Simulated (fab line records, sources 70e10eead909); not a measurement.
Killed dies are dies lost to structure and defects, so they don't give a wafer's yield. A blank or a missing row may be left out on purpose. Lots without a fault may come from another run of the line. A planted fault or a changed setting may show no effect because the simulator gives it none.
Problem report in the 8D (eight disciplines) form, filled by code | flow nand_harc | the parts of the form that need people (team, actions taken, sign-off) are left out

1. THE PROBLEM
cd_nm at NHARC_P_CONTACT_CD_MEAS_12 reads a mean of 83.6 nm on 6 wafers of 2 lots; wafers without a fault read 89.9 nm with a standard deviation of 0.5. That is -13 standard deviations from the usual mean.
The step: target cd 90 nm.
First seen on wafer L832.1, day 8 19:13, on cd_sem-02. The record holds 33 wafers of 11 lots with a number at this step. Rule for "out", or "out of limits": more than 4 standard deviations from the usual mean. The other wafers with a number count as sound.

2. WHAT IT IS AND WHAT IT IS NOT
question                    | is                     | is not
which readings at this step | cd_nm                  | -
which lots                  | L832, L833             | L821, L824, L825, L830, L837, L838, L841, L843, L844
which wafers of those lots  | all that have a number | -
read on which gauges        | cd_sem-02, cd_sem-03   | cd_sem-01
when                        | from day 8 19:13       | up to then (12 sound wafers); but 15 sound wafers of L837, L838, L841, L843, L844 came after

3. SUSPECTS, AND WHAT RULES EACH OUT
Counting: a tool at a process step up to the reading stays a suspect if it ran every lot that is out and no sound lot after the first of them.
- the gauge at NHARC_P_CONTACT_CD_MEAS_12: ruled out. The wafers that are out were read on 2 gauges (cd_sem-02, cd_sem-03).
- litho_track-06 at NHARC_P_CONTACT_PEB_10 (peb time 65 s): kept. It ran every lot that is out, first L832 (day 8 19:08), and no sound lot after that; its last sound lot up to then is L825 (day 6 23:34). Its own readings are out on those wafers: heater_power_total_W, plate_temp_C.
Left after counting: litho_track-06 at NHARC_P_CONTACT_PEB_10.

4. THE CAUSE (what the simulator had put in)
Process parameter drift: litho_track-06, from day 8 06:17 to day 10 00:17, at NHARC_P_CONTACT_PEB_10. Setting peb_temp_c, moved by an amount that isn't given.
Counting left only this tool.

5. THE CHAIN OF EFFECTS, in route order
Each row: a reading whose mean over the struck wafers that have a number lies more than 3 standard deviations from the usual. Only readings for which the record gives a usual standard deviation are gone through. hours: the time from each lot's start at the first step in this table that gives one to its start at this step, as a median over the lots. sigmas: the change in usual standard deviations.
hours | step                       | reading              | usual    | on struck wafers | change | sigmas
0     | NHARC_P_CONTACT_PEB_10     | heater_power_total_W | 156.6 W  | 152.6            | -4.0   | -9.7
0     | NHARC_P_CONTACT_PEB_10     | plate_temp_C         | 100.00 C | 98.09            | -1.91  | -15
0     | NHARC_P_CONTACT_CD_MEAS_12 | cd_nm                | 89.9 nm  | 83.6             | -6.3   | -13
1     | NHARC_P_CONTACT_CD_MEAS_19 | cd_nm                | 89.4 nm  | 83.5             | -6.0   | -5.0
The process steps in it:
- NHARC_P_CONTACT_PEB_10: peb time 65 s.
Later measuring or inspecting steps at which every struck wafer that the step has a row for has a number for every such reading, and none has moved that far: NHARC_END_SORT_01.

6. WHAT WOULD HAVE CAUGHT IT SOONER
In this record the first reading out of limits at a measuring or inspecting step was taken at day 8 19:13, 13 hours after the fault began at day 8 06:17.
The tool's own readings at NHARC_P_CONTACT_PEB_10 were out on every struck wafer that the step has a row for (heater_power_total_W, plate_temp_C): an alarm limit on them would have fired on the first of those.
Of the lots that are out (2), L833 began NHARC_P_CONTACT_PEB_10 on litho_track-06 after day 8 19:13. A hold on the tool at that time would have spared it.
